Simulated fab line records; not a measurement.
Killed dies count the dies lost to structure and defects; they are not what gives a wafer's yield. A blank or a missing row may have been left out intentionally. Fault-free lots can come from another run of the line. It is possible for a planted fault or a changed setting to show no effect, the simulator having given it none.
Chamber matching    flow n5 finfet    pecvd-02 running N5_BEOL_M10_PECVD_70: 3 sister chambers
The step deposits SiO2 from TEOS/O2, target thk 20 nm, time 22.7 s. 3 wafers are shown with their chamber, then 9 later ones without.

== WAFERS PAIRED WITH THEIR CHAMBERS ==
wafer   chamber  throttle valve pct (%)
L090.3  1        23.0
L090.5  2        20.1
L090.6  0        22.2

== WAFERS WHOSE CHAMBER IS MISSING ==
wafer   throttle valve pct (%)
L091.1  20.2
L091.4  22.4
L091.5  20.1
L097.1  23.1
L097.2  19.8
L097.3  22.1
L096.1  23.2
L096.4  20.1
L096.6  23.0

== WHICH CHAMBER EACH WENT THROUGH ==
wafer   from the rows above  in truth
L091.1  2                    2
L091.4  0                    0
L091.5  2                    2
L097.1  1                    1
L097.2  2                    2
L097.3  0                    0
L096.1  1                    1
L096.4  2                    2
L096.6  1                    1
9 of 9 placed correctly. Number that these rows cannot place: 0. 0 placed wrongly.
How it was worked out, from the rows above alone: a wafer's distance from a chamber is the root of the sum, over the readings, of the square of ((its reading less the chamber's mean) divided by the reading's scatter). The wafer belongs to the nearest chamber; if the next one is less than 2 further off, it can't be placed. The mean given for a chamber averages the wafers shown for that chamber. The scatter (one wafer shown for each chamber): square how far every hidden wafer sits from the nearest shown wafer, average those squares and take the square root.
